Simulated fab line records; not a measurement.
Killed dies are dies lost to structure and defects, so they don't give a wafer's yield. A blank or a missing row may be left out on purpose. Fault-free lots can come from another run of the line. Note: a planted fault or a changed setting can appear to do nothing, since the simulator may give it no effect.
Problem report in the 8D (eight disciplines) form, filled by code -- flow n5_finfet -- the parts of the form that need people (team, actions taken, sign-off) are left out

1. PROBLEM STATEMENT
Wafers without a fault read 40, standard deviation 11; killed_at_front_end at N5_PASSIVATION_PROBE_49 reads a mean of 140 on 6 wafers belonging to 2 lots. That puts it +9.1 standard deviations away from the usual mean.
First observed at day 16 09:35: wafer L793.1, on prober-01. At this step, 6 wafers from 2 lots have a number in the record. Rule for "out" (also "out of limits"): further than 4 standard deviations from the usual mean. The other wafers with a number count as sound.

2. WHAT IT IS, WHAT IT ISN'T
question,is,is not
which readings at this step,"killed_at_front_end, defect_limited_yield, killed_dies, sort_bin_5_function, sort_n_pass, sort_yield_pct","killed_at_M0_to_M3, killed_at_M4_up, killed_at_contacts, killed_at_other, killed_short, sort_bin_6_memory"
which lots,"L792, L793",-
which wafers of those lots,all that have a number,-
read on which tools,prober-01,-
when,from day 16 09:35,up to then (0 sound wafers)

3. THE SUSPECTS, EACH WITH WHAT RULES IT OUT
Counting: a tool at any process step up to the reading remains a suspect when it ran all the lots that are out and ran no sound lot after the first of those.
- rie_metal-01 at N5_GATE_CUT_ETCHBACK_00 (etches W in SF6/Cl2): kept. It ran every lot that is out, first L792 (day 8 02:23), and no sound lot after that.
- pecvd-03 at N5_PASSIVATION_PECVD_55 (deposits SiO2 from SiH4/N2O, target thk 400 nm, time 22.5 s): kept. It ran every lot that is out, first L792 (day 16 01:19), and no sound lot after that.
- pvd_sputter-02 at N5_PASSIVATION_AL_DEP_21 (deposits Al, target thk 2800 nm, time 170 s): kept. It ran every lot that is out, first L793 (day 16 04:15), and no sound lot after that.
- prober-01 at N5_PASSIVATION_PROBE_49: kept. It ran every lot that is out, first L793 (day 16 09:35), and no sound lot after that. Its own readings are out on those wafers: defect_limited_yield, killed_at_front_end, killed_dies, sort_bin_5_function, sort_n_pass, sort_yield_pct.
Left after counting: rie_metal-01 at N5_GATE_CUT_ETCHBACK_00, pecvd-03 at N5_PASSIVATION_PECVD_55, pvd_sputter-02 at N5_PASSIVATION_AL_DEP_21, prober-01 at N5_PASSIVATION_PROBE_49.

4. THE CAUSE (what the simulator had put in)
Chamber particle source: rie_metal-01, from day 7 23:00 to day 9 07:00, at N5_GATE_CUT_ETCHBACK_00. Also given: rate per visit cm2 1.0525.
This tool is one of the 4 suspects left after counting.

5. THE EFFECT CHAIN, in route order
Each row: a reading whose mean over the struck wafers that have a number lies more than 3 standard deviations from the usual. Scope: only readings with a usual standard deviation given in the record; hours: median across lots of the time from each lot's start at the first step in this table that gives one to its start at this step; sigmas: change in usual standard deviations.
hours,step,reading,usual,on struck wafers,change,sigmas
0,N5_PASSIVATION_PROBE_49,defect_limited_yield,90.9 %,82.8,-8.1,-6.2
0,N5_PASSIVATION_PROBE_49,killed_at_front_end,40,140,+100,+9.1
0,N5_PASSIVATION_PROBE_49,killed_dies,108,202,+94,+5.9
0,N5_PASSIVATION_PROBE_49,sort_bin_5_function,5.4 %,10.8,+5.4,+6.0
0,N5_PASSIVATION_PROBE_49,sort_n_pass,1072,978,-94,-5.9
0,N5_PASSIVATION_PROBE_49,sort_yield_pct,90.9 %,82.8,-8.1,-6.2
Process steps it contains:
- N5_PASSIVATION_PROBE_49

6. HOW IT WOULD HAVE BEEN CAUGHT EARLIER
203 hours passed between the start of the fault at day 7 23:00 and the first reading out of limits in this record, taken at day 16 09:35.
An alarm limit of 4 standard deviations would not have fired on the tool readings at N5_GATE_CUT_ETCHBACK_00 for which the record gives a usual standard deviation, since none of them was out on any struck wafer.
Lots out: 2; all had begun N5_GATE_CUT_ETCHBACK_00 on rie_metal-01 by day 16 09:35. A hold on the tool at that time would have spared none of them.
